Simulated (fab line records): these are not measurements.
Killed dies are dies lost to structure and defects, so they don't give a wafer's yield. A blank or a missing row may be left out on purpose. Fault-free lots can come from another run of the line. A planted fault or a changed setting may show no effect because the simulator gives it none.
fab line records	flow n5-finfet	part 1 of 2: steps 1 to 7 of 8
record lots=12	wafers=36	last-day=18
route steps=1938 shown BEOL_M11@1553 BEOL_M15@1830
lots untouched by any fault: they come from a run of this same line in which no faults occurred
start-h: the number of hours between the record's first day and the start of the first shown wafer of the lot	wait-h: hours elapsed since this lot's preceding step	" identical to the entry in the row above	L1.1+2: several wafers, shown together as one row	- no value, or no start was given	* or withheld: withheld	< > ~ a bound
route shown NAME@n: NAME is a module with steps in the file, n the number in the route of the first one	usual: average and standard deviation across the fault-free wafers	same: alike in all rows	chamber/n: place in a boat	sites: each site's reading	_std_site: the values' standard deviation	_edge_site: outer sites' mean less inner sites'	radius-mm: how far each site lies from the wafer's centre	mask NAME#n: copy n	behind: the most recent tool/chamber to have shaped the wafer	hold: cause of the lot's hold/its duration in hours/its outcome	device: which transistor (n, p or np) failed to switch	end of line: the route-end tests of the same wafers	where a step has no rows: the recipe by itself	killed: count of dies lost to structure and defects at first sort (not the wafer's yield)	map: per-die view of a wafer (x killed, . not killed, _ where there is no die)
set.NAME: the setting the step ran with; set.NAME@STEP: the setting that earlier step ran with	model.NAME: the simulator's own value behind a step, which no gauge read
one table for each step of the route and one row for each wafer, over a sample of lots
services: when a tool's chamber went out of use (start-h, in hours from the record's first day, below 0 if earlier), for how many hours, and the reason
## steps
# step N5_BEOL_M11_ETCH_61
# recipe chemistry=CF4	target=SiARC	target-depth-a=390	mask-material=CAR-ArF	time-s=65	ion-energy-ev=80	pressure-mtorr=40	source-w=545	bias-w=36	Ar_flow_sccm=100	cf4-flow-sccm=100	ends=cleared
# usual drypump-motor-current-A=5.9/0.56	etch-rf-on-time-s=65.7/1.9	oes-product-au=0.71/0.076	rf-vpp-V=184.1/1.2	showerhead-plenum-p-Torr=2.16/0.064	throttle-valve-pct=15.56/0.25
lot.wafer	tool	chamber	start-h	wait-h	drypump-motor-current-A	etch-rf-on-time-s	oes-product-au	rf-hours-counter-h	rf-vpp-V	showerhead-plenum-p-Torr	throttle-valve-pct
L460.1	rie-diel-05	1	221.02	0.0	5.6	65.3	0.65	150	182.3	2.07	15.53
L460.4	"	2	"	"	6.5	65.6	0.75	46	183.0	2.11	15.60
L460.6	"	0	"	"	5.4	63.3	0.60	-	185.2	2.20	15.59
L458.2	rie-diel-04	2	221.26	0.0	5.7	64.1	0.59	253	185.3	2.20	15.70
L458.3	"	3	"	"	5.5	65.8	0.77	25	184.8	2.28	15.19
L458.6	"	0	"	"	5.4	66.2	0.84	-	183.9	2.19	15.60
L459.2	rie-diel-05	1	229.80	0.0	5.6	65.5	0.64	152	182.6	2.06	15.54
L459.5	"	3	"	"	6.3	66.3	0.67	-	183.1	2.06	15.51
L459.6	"	2	"	"	6.5	66.0	0.75	-	183.2	2.11	15.59
L461.2	rie-diel-02	0	230.19	0.0	5.1	61.6	0.86	7	186.1	2.27	15.27
L461.5	"	3	"	"	6.5	67.1	0.63	-	184.3	2.13	15.74
L461.6	"	0	"	"	5.1	61.7	0.86	-	184.7	2.27	15.28
L467.1	rie-diel-05	1	289.15	0.0	5.6	64.3	0.64	169	182.9	2.06	15.57
L467.5	"	2	"	"	6.5	65.7	0.73	-	183.4	2.10	15.63
L467.6	"	1	"	"	5.6	64.3	0.65	-	184.1	2.06	15.58
L469.1	rie-diel-04	1	298.60	0.0	5.4	65.3	0.77	16	186.5	2.19	15.19
L469.4	"	3	"	"	5.5	65.9	0.73	52	185.6	2.27	15.24
L469.5	"	1	"	"	5.3	64.5	0.78	-	184.5	2.19	15.18
L473.1	rie-diel-02	3	314.56	0.0	6.5	68.1	0.61	195	183.7	2.12	15.79
L473.2	"	2	"	"	6.7	68.4	0.66	114	183.2	2.16	15.98
L473.4	"	1	"	"	6.2	68.1	0.71	38	182.3	2.10	15.53
L474.3	rie-diel-02	1	331.94	0.0	6.2	67.4	0.71	45	181.1	2.10	15.55
L474.4	"	3	"	"	6.5	66.9	0.62	201	183.3	2.12	15.81
L474.6	"	1	"	"	6.2	67.3	0.71	-	184.0	2.10	15.55
L480.2	rie-diel-04	2	354.07	0.0	5.7	62.6	0.81	17	186.0	2.19	15.20
L480.3	"	1	"	"	5.3	65.6	0.74	31	185.2	2.19	15.22
L480.4	"	3	"	"	5.5	66.4	0.71	69	185.7	2.26	15.26
L479.1	rie-diel-02	0	360.52	0.0	5.0	61.2	0.79	42	185.6	2.26	15.35
L479.3	"	2	"	"	6.8	67.6	0.65	128	185.9	2.15	15.98
L479.4	"	1	"	"	6.2	66.8	0.69	52	183.9	2.10	15.56
L478.1	rie-diel-05	2	360.75	0.0	6.5	64.9	0.71	91	183.8	2.09	15.68
L478.4	"	1	"	"	5.6	65.6	0.62	-	182.5	2.05	15.63
L478.6	"	2	"	"	6.5	65.4	0.71	-	183.3	2.09	15.67
L481.1	rie-diel-04	2	381.37	0.0	5.7	62.5	0.79	24	185.0	2.19	15.24
L481.2	"	1	"	"	5.3	64.6	0.74	38	185.5	2.18	15.24
L481.6	"	0	"	"	5.4	65.2	0.72	-	183.0	2.17	15.70
# step N5_BEOL_M11_TRENCH_ETCH_37
# recipe chemistry=C4F6/O2	target-depth-a=1488.3	target=SiCOH_lowk	time-s=48	ion-energy-ev=250	pressure-mtorr=30	source-w=345	bias-w=185	Ar_flow_sccm=300	C4F6_flow_sccm=10	O2_flow_sccm=10
# usual C4F6_flow_sccm=10.00/0.032	O2_flow_sccm=9.995/0.03	drypump-motor-current-A=5.9/0.53	oes-product-au=0.82/0.086	rf-vpp-V=658/9.3	showerhead-plenum-p-Torr=2.85/0.092	throttle-valve-pct=20.87/0.22
lot.wafer	tool	chamber	start-h	wait-h	C4F6_flow_sccm	O2_flow_sccm	drypump-motor-current-A	oes-product-au	rf-hours-counter-h	rf-vpp-V	showerhead-plenum-p-Torr	throttle-valve-pct
L460.1	rie-diel-02	3	222.46	-	9.99	10.002	6.5	0.76	168	661	2.84	21.07
L460.4	"	0	"	"	10.00	9.975	5.1	1.02	5	664	3.00	20.53
L460.6	"	3	"	"	10.02	10.037	6.5	0.75	-	660	2.84	21.08
L458.2	rie-diel-05	1	222.74	-	10.00	9.990	5.6	0.77	150	645	2.74	20.82
L458.3	"	2	"	"	9.96	10.027	6.5	0.88	46	647	2.79	20.92
L458.6	"	1	"	"	9.99	10.023	5.6	0.75	-	647	2.74	20.82
L461.2	rie-diel-04	0	234.98	-	9.97	9.991	5.4	0.96	5	670	2.90	21.03
L461.5	"	2	"	"	10.00	10.007	5.7	0.68	-	666	2.93	21.06
L461.6	"	0	"	"	10.00	10.038	5.4	0.95	-	671	2.90	21.05
L459.2	rie-diel-05	2	235.76	-	10.01	10.022	6.5	0.87	51	646	2.79	20.94
L459.5	"	2	"	"	10.03	10.026	6.4	0.87	-	647	2.79	20.92
L459.6	"	3	"	"	9.96	9.981	6.3	0.78	-	667	2.73	20.75
L467.1	rie-diel-05	3	290.37	-	9.96	9.979	6.4	0.59	131	668	2.72	20.70
L467.5	"	2	"	"	9.92	10.012	6.5	0.85	-	647	2.79	20.94
L467.6	"	3	"	"	9.98	9.958	6.3	0.76	-	667	2.72	20.78
L469.1	rie-diel-05	0	300.03	-	10.07	10.009	5.4	0.53	243	660	2.91	20.82
L469.4	"	3	"	"	10.02	10.019	6.3	0.77	134	666	2.72	20.80
L469.5	"	1	"	"	9.96	9.983	5.6	0.73	-	646	2.73	20.86
L473.1	rie-diel-02	0	318.06	-	9.95	10.000	5.1	0.93	32	666	2.99	20.54
L473.2	"	2	"	"	10.04	10.013	6.7	0.76	115	654	2.86	21.29
L473.4	"	3	"	"	10.03	10.021	6.5	0.73	196	660	2.83	21.12
L474.3	rie-diel-04	2	333.34	-	10.04	9.936	5.7	0.96	12	666	2.93	20.66
L474.4	"	0	"	"	10.04	9.959	5.4	0.88	37	669	2.89	21.10
L474.6	"	2	"	"	10.03	9.964	5.7	0.96	-	666	2.93	20.65
L480.2	rie-diel-02	0	356.79	-	10.00	10.010	5.0	0.93	40	664	2.98	20.56
L480.3	"	1	"	"	9.98	9.980	6.2	0.84	51	667	2.80	21.02
L480.4	"	2	"	"	9.96	10.001	6.8	0.76	127	653	2.85	21.31
L478.1	rie-diel-02	3	362.61	-	10.02	10.012	6.5	0.71	210	660	2.82	21.14
L478.4	"	1	"	"	10.04	10.038	6.2	0.83	53	668	2.80	21.01
L478.6	"	1	"	"	10.00	10.011	6.2	0.83	-	667	2.80	21.01
L479.1	rie-diel-04	0	363.09	-	10.05	10.012	5.4	0.87	43	669	2.89	21.11
L479.3	"	2	"	"	10.03	9.961	5.7	0.94	19	665	2.92	20.67
L479.4	"	3	"	"	9.97	9.970	5.5	0.84	70	645	3.00	20.60
L481.1	rie-diel-05	2	382.51	-	10.05	10.003	6.5	0.82	100	648	2.77	20.99
L481.2	"	0	"	"	10.06	9.963	5.5	0.93	14	660	2.90	20.50
L481.6	"	1	"	"	10.03	9.987	5.6	0.70	-	645	2.72	20.90
# step N5_BEOL_M11_ETCH_41
# recipe chemistry=CH3F/O2	target=SiCN	target-depth-a=426	taper-deg=2	time-s=86	ion-energy-ev=120	mask-material=TiN	pressure-mtorr=30	source-w=395	bias-w=75	Ar_flow_sccm=150	CH3F_flow_sccm=30	O2_flow_sccm=20
# usual O2_flow_sccm=20.00/0.058	drypump-motor-current-A=5.9/0.53	oes-product-au=0.82/0.085	rf-vpp-V=297.4/1.7	showerhead-plenum-p-Torr=2.01/0.068	throttle-valve-pct=16.24/0.21
lot.wafer	tool	chamber	start-h	wait-h	O2_flow_sccm	drypump-motor-current-A	oes-product-au	rf-hours-counter-h	rf-vpp-V	showerhead-plenum-p-Torr	throttle-valve-pct
L460.1	rie-diel-02	3	-	-	20.03	6.5	0.76	168	296.4	1.99	16.46
L460.4	"	0	"	"	20.04	5.0	1.01	5	302.0	2.11	15.89
L460.6	"	3	"	"	20.10	6.5	0.76	-	295.7	1.99	16.46
L458.2	rie-diel-05	1	-	-	19.99	5.6	0.75	150	296.9	1.92	16.24
L458.3	"	2	"	"	20.02	6.4	0.87	46	296.9	1.96	16.25
L458.6	"	1	"	"	20.00	5.6	0.76	-	295.0	1.92	16.24
L461.2	rie-diel-04	0	-	-	19.93	5.4	0.95	5	298.1	2.04	16.35
L461.5	"	2	"	"	20.07	5.7	0.68	-	298.8	2.06	16.45
L461.6	"	0	"	"	19.96	5.4	0.95	-	299.6	2.04	16.35
L459.2	rie-diel-05	2	-	-	20.08	6.5	0.87	51	296.0	1.96	16.28
L459.5	"	2	"	"	20.05	6.4	0.87	-	294.6	1.96	16.27
L459.6	"	3	"	"	20.03	6.3	0.78	-	296.1	1.92	16.19
L467.1	rie-diel-05	3	-	-	20.06	6.3	0.76	131	295.7	1.91	16.22
L467.5	"	2	"	"	20.04	6.5	0.84	-	296.8	1.95	16.30
L467.6	"	3	"	"	20.09	6.3	0.76	-	296.8	1.91	16.21
L469.1	rie-diel-05	0	-	-	20.04	5.5	0.68	243	298.5	2.05	16.34
L469.4	"	3	"	"	20.09	6.3	0.76	134	295.7	1.91	16.21
L469.5	"	1	"	"	19.98	5.6	0.74	-	294.6	1.92	16.28
L473.1	rie-diel-02	0	-	-	20.00	5.0	0.93	32	300.6	2.10	15.96
L473.2	"	2	"	"	20.07	6.7	0.77	115	298.1	2.01	16.63
L473.4	"	3	"	"	19.96	6.5	0.72	196	296.2	1.98	16.49
L474.3	rie-diel-04	2	-	-	19.95	5.7	0.96	12	297.8	2.05	15.94
L474.4	"	0	"	"	19.89	5.4	0.87	37	296.3	2.03	16.40
L474.6	"	2	"	"	19.97	5.7	0.96	-	298.0	2.05	15.96
L480.2	rie-diel-02	0	-	-	19.99	5.0	0.92	40	299.5	2.10	15.99
L480.3	"	1	"	"	20.06	6.2	0.84	51	296.4	1.96	16.30
L480.4	"	2	"	"	19.96	6.7	0.77	127	297.4	2.01	16.66
L478.1	rie-diel-02	3	-	-	20.03	6.4	0.71	210	295.9	1.98	16.52
L478.4	"	1	"	"	19.96	6.2	0.84	53	296.1	1.96	16.31
L478.6	"	1	"	"	20.01	6.2	0.83	-	296.8	1.96	16.31
L479.1	rie-diel-04	0	-	-	20.00	5.4	0.86	43	297.4	2.03	16.42
L479.3	"	2	"	"	19.96	5.7	0.94	19	297.7	2.05	15.99
L479.4	"	3	"	"	20.02	5.4	0.84	70	301.5	2.12	15.98
L481.1	rie-diel-05	2	-	-	19.95	6.5	0.80	100	297.0	1.94	16.35
L481.2	"	0	"	"	19.93	5.4	0.93	14	298.3	2.04	15.90
L481.6	"	1	"	"	19.97	5.6	0.71	-	295.5	1.91	16.32
# step N5_BEOL_M11_OCD_MEAS_38
# usual trench-depth-nm=147.7/2.9
lot.wafer	tool	chamber	start-h	wait-h	trench-depth-nm
L460.1	ocd-02	-	222.65	-	147.3
L460.4	"	-	"	"	154.6
L460.6	"	-	"	"	148.5
L458.2	ocd-02	-	222.93	-	147.9
L458.3	"	-	"	"	148.3
L458.6	"	-	"	"	147.8
L461.2	ocd-02	-	235.17	-	150.4
L461.5	"	-	"	"	149.7
L461.6	"	-	"	"	149.4
L459.2	ocd-02	-	235.94	-	147.0
L459.5	"	-	"	"	148.0
L459.6	"	-	"	"	146.4
L467.1	ocd-02	-	290.56	-	92.8
L467.5	"	-	"	"	145.3
L467.6	"	-	"	"	145.9
L469.1	ocd-02	-	300.22	-	94.6
L469.4	"	-	"	"	145.0
L469.5	"	-	"	"	146.7
L473.1	ocd-01	-	318.24	-	153.4
L473.2	"	-	"	"	143.7
L473.4	"	-	"	"	144.6
L474.3	ocd-02	-	333.53	-	153.5
L474.4	"	-	"	"	149.0
L474.6	"	-	"	"	153.1
L480.2	ocd-01	-	356.98	-	154.9
L480.3	"	-	"	"	147.3
L480.4	"	-	"	"	145.1
L478.1	ocd-01	-	362.80	-	143.2
L478.4	"	-	"	"	148.3
L478.6	"	-	"	"	147.9
L479.1	ocd-02	-	363.27	-	150.2
L479.3	"	-	"	"	152.9
L479.4	"	-	"	"	147.4
L481.1	ocd-01	-	382.70	-	147.3
L481.2	"	-	"	"	149.0
L481.6	"	-	"	"	144.9
# step N5_BEOL_M11_PRE_CLEAN_45
# recipe gas=H2/He	time-s=30	temp-c=250
# usual heater-power-w=337/27
lot.wafer	tool	chamber	start-h	wait-h	heater-power-w
L460.1	pvd-sputter-01	-	223.52	0.0	356
L460.4	"	-	"	"	301
L460.6	"	-	"	"	386
L458.2	pvd-sputter-01	-	223.72	0.0	359
L458.3	"	-	"	"	305
L458.6	"	-	"	"	388
L461.2	pvd-sputter-01	-	235.90	0.0	288
L461.5	"	-	"	"	313
L461.6	"	-	"	"	392
L459.2	pvd-sputter-02	-	237.97	0.0	337
L459.5	"	-	"	"	325
L459.6	"	-	"	"	373
L467.1	pvd-sputter-02	-	292.07	0.0	311
L467.5	"	-	"	"	330
L467.6	"	-	"	"	377
L469.1	pvd-sputter-02	-	301.02	0.0	320
L469.4	"	-	"	"	328
L469.5	"	-	"	"	364
L473.1	pvd-sputter-02	-	318.86	0.0	342
L473.2	"	-	"	"	360
L473.4	"	-	"	"	331
L474.3	pvd-sputter-02	-	335.46	0.0	362
L474.4	"	-	"	"	336
L474.6	"	-	"	"	318
L480.2	pvd-sputter-02	-	357.69	0.0	327
L480.3	"	-	"	"	309
L480.4	"	-	"	"	339
L478.1	pvd-sputter-03	-	363.54	0.0	353
L478.4	"	-	"	"	319
L478.6	"	-	"	"	325
L479.1	pvd-sputter-03	-	363.84	0.0	321
L479.3	"	-	"	"	320
L479.4	"	-	"	"	350
L481.1	pvd-sputter-01	-	383.37	0.0	356
L481.2	"	-	"	"	304
L481.6	"	-	"	"	355
# step N5_BEOL_M11_THK_MEAS_53
# recipe thk-meas-gauge=xrf	reads=Cu_of_BEOL_M11_ECD_50
# usual M11_THK=140/3.5
lot.wafer	tool	chamber	start-h	wait-h	M11_THK[nm]
L460.1	film-metro-02	-	225.42	-	138
L460.4	"	-	"	"	146
L460.6	"	-	"	"	141
L458.2	film-metro-02	-	226.24	-	140
L458.3	"	-	"	"	142
L458.6	"	-	"	"	141
L461.2	film-metro-01	-	238.84	-	141
L461.5	"	-	"	"	141
L461.6	"	-	"	"	140
L459.2	film-metro-01	-	239.84	-	140
L459.5	"	-	"	"	142
L459.6	"	-	"	"	139
L467.1	film-metro-01	-	293.61	-	85
L467.5	"	-	"	"	139
L467.6	"	-	"	"	140
L469.1	film-metro-02	-	304.04	-	84
L469.4	"	-	"	"	136
L469.5	"	-	"	"	138
L473.1	film-metro-01	-	320.50	-	147
L473.2	"	-	"	"	136
L473.4	"	-	"	"	136
L474.3	film-metro-01	-	336.90	-	148
L474.4	"	-	"	"	143
L474.6	"	-	"	"	146
L480.2	film-metro-02	-	359.66	-	148
L480.3	"	-	"	"	140
L480.4	"	-	"	"	136
L478.1	film-metro-01	-	365.34	-	137
L478.4	"	-	"	"	143
L478.6	"	-	"	"	140
L479.1	film-metro-01	-	365.42	-	145
L479.3	"	-	"	"	145
L479.4	"	-	"	"	139
L481.1	film-metro-01	-	385.20	-	137
L481.2	"	-	"	"	139
L481.6	"	-	"	"	136
# step N5_BEOL_M11_RS_MEAS_57
# recipe thk-meas-gauge=four-point-probe	reads=Cu_of_BEOL_M11_ECD_50+Co_of_BEOL_M11_CVD_75+TaN_of_BEOL_M11_ALD_74
# usual M11_RS=0.153/0.0039
lot.wafer	tool	chamber	start-h	wait-h	M11_RS[ohm/sq]
L460.1	film-metro-01	-	225.54	0.0	0.152
L460.4	"	-	"	"	0.143
L460.6	"	-	"	"	0.149
L458.2	film-metro-02	-	226.37	0.0	0.153
L458.3	"	-	"	"	0.151
L458.6	"	-	"	"	0.152
L461.2	film-metro-01	-	238.99	0.1	0.149
L461.5	"	-	"	"	0.149
L461.6	"	-	"	"	0.151
L459.2	film-metro-02	-	239.99	0.1	0.153
L459.5	"	-	"	"	0.150
L459.6	"	-	"	"	0.153
L467.1	film-metro-01	-	293.74	0.0	0.268
L467.5	"	-	"	"	0.153
L467.6	"	-	"	"	0.153
L469.1	film-metro-02	-	304.17	0.1	0.270
L469.4	"	-	"	"	0.155
L469.5	"	-	"	"	0.155
L473.1	film-metro-02	-	320.63	0.0	0.145
L473.2	"	-	"	"	0.157
L473.4	"	-	"	"	0.157
L474.3	film-metro-01	-	337.04	0.1	0.144
L474.4	"	-	"	"	0.152
L474.6	"	-	"	"	0.146
L480.2	film-metro-02	-	359.79	0.0	0.144
L480.3	"	-	"	"	0.153
L480.4	"	-	"	"	0.157
L478.1	film-metro-02	-	365.46	0.0	0.158
L478.4	"	-	"	"	0.151
L478.6	"	-	"	"	0.153
L479.1	film-metro-02	-	365.55	0.0	0.147
L479.3	"	-	"	"	0.146
L479.4	"	-	"	"	0.153
L481.1	film-metro-01	-	385.33	0.0	0.154
L481.2	"	-	"	"	0.152
L481.6	"	-	"	"	0.157
## key
first-sign step=N5_BEOL_M11_OCD_MEAS_38	reading=trench-depth-nm	direction=down	sigmas=19	usual=147.7	struck=93.7
effect step=N5_BEOL_M11_THK_MEAS_53	reading=M11_THK	direction=down	sigmas=16	usual=140	struck=84
effect step=N5_BEOL_M11_RS_MEAS_57	reading=M11_RS	direction=up	sigmas=30	usual=0.153	struck=0.269
effect step=N5_BEOL_M15_RC_MEAS_101	reading=SERP_M11	direction=up	sigmas=25	usual=3.09	struck=5.47
met-at N5_BEOL_M11_TRENCH_ETCH_37
struck-lots L467,L469
struck-wafers L467.1,L469.1
sort-left-out L467.1,L469.1
not-acting-at N5_BEOL_M11_ETCH_61,N5_BEOL_M11_ETCH_41,N5_BEOL_M11_PRE_CLEAN_45
onset-between 235.76 290.37
fault kind=process-parameter-drift	tool=rie-diel-05	chamber=-	onset-h=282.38	steps=N5_BEOL_M11_TRENCH_ETCH_37	channel=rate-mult	offset=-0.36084	shape=step	end-h=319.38	scope=struck-wafers-only
# sort-left-out: the simulated sort isn't trusted on such a fault, so these wafers' sort isn't shown, and their yield isn't known
